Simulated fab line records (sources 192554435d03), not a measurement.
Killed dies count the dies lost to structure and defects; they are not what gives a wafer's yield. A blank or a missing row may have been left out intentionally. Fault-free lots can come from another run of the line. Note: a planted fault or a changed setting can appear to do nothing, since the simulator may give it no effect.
Which tool was responsible?	flow n5_finfet	Sampling: 12 lots, 36 wafers, 2 of 1938 route steps

## WHAT EACH GAUGE READ, for each wafer
N5_HKMG_FIN_THK_MEAS_70: measures by xrf. Usual: HK_THK typically reads 1.587 nm, with standard deviation 0.021.
lot	measured	on	HK_THK (nm)	flag
L203	day 4 00:55	film_metro-02	1.621 1.589 1.609	
L206	day 4 19:47	film_metro-01	1.585 1.600 1.612	
L210	day 5 19:52	film_metro-02	1.567 1.596 1.588	
L214	day 6 19:37	film_metro-02	1.587 1.592 1.609	
L215	day 7 05:26	film_metro-01	1.549 1.572 1.573	
L216	day 7 10:49	film_metro-02	1.602 1.621 1.627	
L219	day 8 00:10	film_metro-02	1.583 1.606 1.627	
L220	day 8 07:04	film_metro-02	1.635 1.582 1.593	
L222	day 8 20:23	film_metro-01	1.583 1.579 1.593	
L223	day 8 23:53	film_metro-02	1.578 1.589 1.576	
L225	day 9 13:50	film_metro-01	1.537 1.583 1.569	
L226	day 9 19:49	film_metro-01	1.563 1.571 1.558	

## TOOL THAT RAN EACH LOT (tool first, then ch and the chambers of the sampled wafers, then the start)
lot	N5_HKMG_FIN_ALD_36
L203	ald_metal-04 ch 1,3, day 4 00:38
L206	ald_metal-04 ch 1,2,3, day 4 19:30
L210	ald_metal-01 ch 2,3, day 5 19:35
L214	ald_metal-03 ch 0,2,3, day 6 19:20
L215	ald_metal-04 ch 0,2, day 7 05:09
L216	ald_metal-01 ch 1,3, day 7 10:32
L219	ald_metal-03 ch 0,1,3, day 7 23:53
L220	ald_metal-01 ch 1,2, day 8 06:47
L222	ald_metal-01 ch 0,1,3, day 8 20:07
L223	ald_metal-04 ch 0,1,3, day 8 23:36
L225	ald_metal-04 ch 1,2,3, day 9 13:34
L226	ald_metal-04 ch 0,2, day 9 19:32
- N5_HKMG_FIN_ALD_36: deposits TiN, target thk 1 nm, pulse time 1 s, purge time 3 s.

## WHAT THE TOOLS THEMSELVES READ (means of the sampled wafers that have a number; where no wafer has one, the mark that the record gives instead)
N5_HKMG_FIN_ALD_36. Usual: heater_power_w 868 W, standard deviation 80; precursor_pulse_height_rel 0.997, standard deviation 0.02.
lot	tool	heater_power_w (W)	precursor_pulse_height_rel	flag
L203	ald_metal-04	840	1.009	
L206	ald_metal-04	852	0.994	
L210	ald_metal-01	857	0.999	
L214	ald_metal-03	835	0.993	
L215	ald_metal-04	885	0.996	
L216	ald_metal-01	805	0.980	
L219	ald_metal-03	887	0.991	
L220	ald_metal-01	899	1.001	
L222	ald_metal-01	878	1.009	
L223	ald_metal-04	904	0.974	
L225	ald_metal-04	843	1.018	
L226	ald_metal-04	880	1.001	

## THE ANSWER, worked out from the rows above alone
Rule: a lot is off if the mean of its wafers that have a number lies more than 3 standard deviations from the usual mean. Also off: a lot with no number at a reading for which 4 or more lots have one. All remaining lots with rows at the step are treated as sound. Order of review: gauges by route order, followed by the tools' own readings, for which a lot's mean as printed above is used. At the first step where some lot is off, the reading lying furthest off is the one used; lots without a number count as furthest.
Nothing can be told from this: no lot is off at any reading shown.

## WHAT HAD BEEN PUT IN BY THE SIMULATOR
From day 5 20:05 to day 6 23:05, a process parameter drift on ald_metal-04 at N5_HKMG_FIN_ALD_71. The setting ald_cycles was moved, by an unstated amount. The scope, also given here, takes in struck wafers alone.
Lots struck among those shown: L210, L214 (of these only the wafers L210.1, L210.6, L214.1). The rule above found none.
